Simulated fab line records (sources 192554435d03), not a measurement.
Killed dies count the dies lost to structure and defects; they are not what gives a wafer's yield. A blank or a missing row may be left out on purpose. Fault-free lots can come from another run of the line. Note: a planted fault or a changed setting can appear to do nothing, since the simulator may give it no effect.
Which tool was responsible? | flow n5-finfet | 24 wafers from 8 lots sampled at 6 of the route's 1938 steps

## WHAT THE GAUGES READ, wafer by wafer
N5_BEOL_M4_RC_MEAS_101. Usual: DIBL_N 35.9 mV/V, standard deviation 1.3; DIBL_P 36.3 mV/V, standard deviation 1.5; IOFF_N 0.153 nA/um, standard deviation 0.023; IOFF_P 0.208 nA/um, standard deviation 0.028; ION_N 672 uA/um, standard deviation 9.7; ION_P 462 uA/um, standard deviation 6.6; SS_N 71.5 mV/dec, standard deviation 0.53; SS_P 73.3 mV/dec, standard deviation 0.59; VT_N 250.4 mV, standard deviation 2.7; VT_P -250.5 mV, standard deviation 3.
lot  | measured     | on        | DIBL_N (mV/V)  | DIBL_P (mV/V)  | IOFF_N (nA/um)    | IOFF_P (nA/um)    | ION_N (uA/um) | ION_P (uA/um) | SS_N (mV/dec)  | SS_P (mV/dec)  | VT_N (mV)         | VT_P (mV)            | flag
L969 | day 9 19:38  | prober-02 | 35.9 37.1 34.8 | 36.9 38.6 36.6 | 0.143 0.173 0.137 | 0.198 0.225 0.194 | 655 671 666   | 451 461 459   | 71.9 71.3 70.9 | 72.9 73.9 72.7 | 253.9 248.6 251.7 | -255.0 -249.8 -250.7 |
L970 | day 10 07:00 | prober-01 | 36.8 36.9 35.7 | 37.2 35.8 35.7 | 0.170 0.168 0.149 | 0.235 0.222 0.217 | 681 685 671   | 470 469 467   | 72.2 70.7 71.8 | 73.8 73.4 73.9 | 248.3 248.3 252.0 | -249.1 -250.4 -249.9 |
L971 | day 10 09:09 | prober-01 | 37.4 37.9 38.0 | 38.0 38.7 39.7 | 0.171 0.185 0.196 | 0.221 0.240 0.259 | 674 677 682   | 466 466 477   | 72.1 70.7 72.0 | 74.5 74.4 74.4 | 248.5 249.1 246.2 | -248.4 -250.1 -249.4 |
L981 | day 12 15:20 | prober-01 | 34.7 35.2 34.3 | 36.2 36.0 35.4 | 0.135 0.140 0.126 | 0.171 0.176 0.161 | 677 667 663   | 456 455 456   | 71.2 71.5 71.2 | 72.8 73.7 73.0 | 253.7 252.1 253.5 | -255.0 -255.3 -255.1 |
L982 | day 13 16:50 | prober-02 | 34.6 36.1 35.8 | 34.6 35.9 36.2 | 0.142 0.158 0.146 | 0.180 0.198 0.207 | 679 679 666   | 461 460 456   | 70.4 71.5 71.8 | 72.8 73.5 73.4 | 248.7 250.2 252.1 | -251.5 -250.3 -248.1 |
L984 | day 13 21:12 | prober-01 | 35.8 32.8 34.9 | 38.0 34.6 37.1 | 0.168 0.121 0.152 | 0.216 0.176 0.203 | 673 669 685   | 462 460 474   | 71.5 71.3 71.5 | 73.4 72.8 73.5 | 249.3 251.3 252.4 | -252.6 -253.5 -249.4 |
L985 | day 14 01:19 | prober-02 | 37.1 36.4 36.6 | 38.5 37.5 37.4 | 0.190 0.170 0.165 | 0.239 0.215 0.209 | 690 691 679   | 472 468 462   | 71.4 71.4 71.7 | 74.4 74.6 73.0 | 247.0 248.6 249.0 | -248.6 -250.0 -248.8 |
L986 | day 14 04:28 | prober-02 | 34.8 35.1 36.2 | 35.7 36.5 37.1 | 0.130 0.138 0.155 | 0.177 0.189 0.208 | 667 674 671   | 465 461 459   | 71.1 71.4 71.0 | 73.4 72.4 73.0 | 252.7 252.6 252.4 | -253.0 -253.8 -251.6 |

## TOOL THAT RAN EACH LOT (tool first, then ch and the chambers of the sampled wafers, then the start)
lot  | N5_FIN_SAQP_HM_DEP_03          | N5_FIN_SAQP_MANDREL_ETCH_22     | N5_FIN_SAQP_SPACER1_ALD_24       | N5_FIN_SAQP_ETCH_57               | N5_FIN_SAQP_ETCH_65
L969 | pecvd-01 ch 0,1, day 3 03:29   | rie-si-06 ch 0,2,3, day 3 04:32 | ald-sin-01 ch 1,3, day 3 05:21   | rie-diel-06 ch 0,1, day 3 06:22   | rie-si-03 ch 0,1,2, day 3 06:29
L970 | pecvd-04 ch 1,2, day 3 10:49   | rie-si-06 ch 1,2,3, day 3 11:59 | ald-sin-04 ch 0,3, day 3 13:08   | rie-diel-03 ch 0,1,2, day 3 14:05 | rie-si-03 ch 1,2,3, day 3 14:12
L971 | pecvd-01 ch 0,1,2, day 3 16:10 | rie-si-06 ch 1,2, day 3 17:13   | ald-sin-02 ch 1,3, day 3 18:01   | rie-diel-05 ch 0,1,2, day 3 19:04 | rie-si-01 ch 2,3, day 3 19:11
L981 | pecvd-04 ch 1,2, day 6 03:32   | rie-si-06 ch 1,2, day 6 05:16   | ald-sin-04 ch 0,2, day 6 06:05   | rie-diel-03 ch 1,2,3, day 6 07:29 | rie-si-06 ch 0,3, day 6 07:35
L982 | pecvd-02 ch 0,1,2, day 6 10:31 | rie-si-06 ch 0,1,3, day 6 12:31 | ald-sin-01 ch 1,3, day 6 13:34   | rie-diel-03 ch 1,2,3, day 6 14:34 | rie-si-06 ch 1,2,3, day 6 14:40
L984 | pecvd-01 ch 0,2, day 6 22:48   | rie-si-06 ch 0,1,2, day 7 00:05 | ald-sin-02 ch 2,3, day 7 00:55   | rie-diel-03 ch 0,2,3, day 7 02:07 | rie-si-01 ch 1,2, day 7 02:13
L985 | pecvd-01 ch 1,2, day 7 04:32   | rie-si-03 ch 2,3, day 7 05:42   | ald-sin-01 ch 1,2,3, day 7 06:34 | rie-diel-06 ch 0,1,2, day 7 08:04 | rie-si-03 ch 0,3, day 7 08:10
L986 | pecvd-04 ch 1,2, day 7 11:29   | rie-si-01 ch 0,1,2, day 7 13:52 | ald-sin-01 ch 0,2,3, day 7 14:43 | rie-diel-03 ch 0,1,3, day 7 15:51 | rie-si-06 ch 0,1,3, day 7 15:58
- N5_FIN_SAQP_HM_DEP_03: deposits SiNx from SiH4/NH3/N2, target thk 38 nm, time 33.6 s.
- N5_FIN_SAQP_MANDREL_ETCH_22: etches a-Si in HBr/Cl2, stops on SiNx, target depth 60 nm, bt time 10 s, time 30 s.
- N5_FIN_SAQP_SPACER1_ALD_24: deposits SiO2, target thk 20.3 nm, pulse time 1 s, purge time 2 s.
- N5_FIN_SAQP_ETCH_57: etches SiNx in CH3F/O2, target depth 32.5 nm, time 46.4 s.
- N5_FIN_SAQP_ETCH_65: etches SiO2 in CF4, target depth 4 nm, time 4.4 s.

## AS READ BY THE TOOLS THEMSELVES (means over the sampled wafers that have a number; for cases with no such wafer, the mark the record gives instead)
N5_FIN_SAQP_HM_DEP_03. Usual: heater-power-w 779 W, standard deviation 98; showerhead-plenum-p-Torr 5.10 Torr, standard deviation 0.057; throttle-valve-pct 39.3 %, standard deviation 1.3.
lot  | tool     | heater-power-w (W) | showerhead-plenum-p-Torr (Torr) | throttle-valve-pct (%) | flag
L969 | pecvd-01 | 813                | 5.10                            | 39.7                   |
L970 | pecvd-04 | 856                | 5.14                            | 36.3                   |
L971 | pecvd-01 | 786                | 5.09                            | 39.3                   |
L981 | pecvd-04 | 868                | 5.10                            | 37.7                   |
L982 | pecvd-02 | 670                | 5.11                            | 40.0                   |
L984 | pecvd-01 | 829                | 5.12                            | 39.3                   |
L985 | pecvd-01 | 824                | 5.10                            | 39.0                   |
L986 | pecvd-04 | 888                | 5.14                            | 36.9                   |

N5_FIN_SAQP_MANDREL_ETCH_22. Usual: drypump-motor-current-A 5.5 A, standard deviation 0.48; oes-product-au 0.767 a.u., standard deviation 0.012; throttle-valve-pct 35.45 %, standard deviation 0.19.
lot  | tool      | drypump-motor-current-A (A) | oes-product-au (a.u.) | throttle-valve-pct (%) | flag
L969 | rie-si-06 | 5.4                         | 0.675                 | 35.64                  | OFF
L970 | rie-si-06 | 5.4                         | 0.667                 | 35.52                  | OFF
L971 | rie-si-06 | 5.5                         | 0.671                 | 35.45                  | OFF
L981 | rie-si-06 | 5.3                         | 0.764                 | 35.21                  |
L982 | rie-si-06 | 5.2                         | 0.765                 | 35.42                  |
L984 | rie-si-06 | 5.2                         | 0.766                 | 35.35                  |
L985 | rie-si-03 | 5.6                         | 0.766                 | 35.71                  |
L986 | rie-si-01 | 5.6                         | 0.762                 | 35.53                  |

N5_FIN_SAQP_SPACER1_ALD_24. Usual: heater-power-w 479 W, standard deviation 60; precursor-pulse-height-rel 1.006, standard deviation 0.018.
lot  | tool       | heater-power-w (W) | precursor-pulse-height-rel | flag
L969 | ald-sin-01 | 406                | 0.993                      |
L970 | ald-sin-04 | 480                | 1.021                      |
L971 | ald-sin-02 | 481                | 1.021                      |
L981 | ald-sin-04 | 494                | 1.013                      |
L982 | ald-sin-01 | 419                | 0.999                      |
L984 | ald-sin-02 | 502                | 1.026                      |
L985 | ald-sin-01 | 442                | 1.006                      |
L986 | ald-sin-01 | 465                | 1.021                      |

N5_FIN_SAQP_ETCH_57. Usual: CH3F_flow_sccm 30.01 sccm, standard deviation 0.088; drypump-motor-current-A 5.8 A, standard deviation 0.35; etch-rf-on-time-s 46.1 s, standard deviation 0.79; oes-product-au 0.64 a.u., standard deviation 0.059; rf-vpp-V 295.7 V, standard deviation 2.9; showerhead-plenum-p-Torr 1.96 Torr, standard deviation 0.081; throttle-valve-pct 16.44 %, standard deviation 0.24.
lot  | tool        | CH3F_flow_sccm (sccm) | drypump-motor-current-A (A) | etch-rf-on-time-s (s) | oes-product-au (a.u.) | rf-vpp-V (V) | showerhead-plenum-p-Torr (Torr) | throttle-valve-pct (%) | flag
L969 | rie-diel-06 | 30.01                 | 5.5                         | 39.5                  | 0.64                  | 292.0        | 1.90                            | 16.36                  | OFF
L970 | rie-diel-03 | 30.03                 | 5.9                         | 40.1                  | 0.63                  | 296.5        | 1.97                            | 16.51                  | OFF
L971 | rie-diel-05 | 29.97                 | 5.5                         | 38.8                  | 0.62                  | 295.1        | 1.90                            | 16.44                  | OFF
L981 | rie-diel-03 | 30.00                 | 6.1                         | 46.0                  | 0.63                  | 297.6        | 2.00                            | 16.67                  |
L982 | rie-diel-03 | 29.97                 | 6.1                         | 45.8                  | 0.64                  | 296.9        | 2.00                            | 16.68                  |
L984 | rie-diel-03 | 30.04                 | 5.9                         | 45.7                  | 0.64                  | 296.9        | 1.98                            | 16.47                  |
L985 | rie-diel-06 | 29.95                 | 5.8                         | 45.8                  | 0.70                  | 293.5        | 2.01                            | 16.24                  |
L986 | rie-diel-03 | 29.99                 | 5.9                         | 45.0                  | 0.71                  | 297.2        | 2.05                            | 16.44                  |

N5_FIN_SAQP_ETCH_65. Usual: drypump-motor-current-A 5.6 A, standard deviation 0.54; oes-product-au 0.989 a.u., standard deviation 0.014; throttle-valve-pct 21.92 %, standard deviation 0.14.
lot  | tool      | drypump-motor-current-A (A) | oes-product-au (a.u.) | throttle-valve-pct (%) | flag
L969 | rie-si-03 | 5.7                         | 0.979                 | 21.94                  |
L970 | rie-si-03 | 5.6                         | 0.989                 | 22.00                  |
L971 | rie-si-01 | 5.3                         | 0.978                 | 21.97                  |
L981 | rie-si-06 | 5.1                         | 0.987                 | 21.99                  |
L982 | rie-si-06 | 5.4                         | 0.995                 | 21.79                  |
L984 | rie-si-01 | 5.8                         | 0.990                 | 21.99                  |
L985 | rie-si-03 | 6.3                         | 0.989                 | 21.94                  |
L986 | rie-si-06 | 5.2                         | 0.990                 | 21.86                  |

## THE ANSWER, worked out from the rows above alone
Rule: lot off if the mean of its wafers having a number is beyond 3 standard deviations from the usual mean. Also off: a lot with no number at a reading for which 4 or more lots have one. Any other lot the step has rows for is counted as sound. Order of review: gauges by route order, followed by the tools' own readings, for which a lot's mean as printed above is used. At the first step where some lot is off, the reading lying furthest off is the one used; lots without a number count as furthest.
Off at N5_FIN_SAQP_MANDREL_ETCH_22 (oes-product-au): L969, L970, L971.
A tool fits if, at that step or a process step before it, it ran every lot that is off, and no sound lot after the first of them. Not one of the candidates tried fits.

## WHAT THE SIMULATOR HAD PUT IN
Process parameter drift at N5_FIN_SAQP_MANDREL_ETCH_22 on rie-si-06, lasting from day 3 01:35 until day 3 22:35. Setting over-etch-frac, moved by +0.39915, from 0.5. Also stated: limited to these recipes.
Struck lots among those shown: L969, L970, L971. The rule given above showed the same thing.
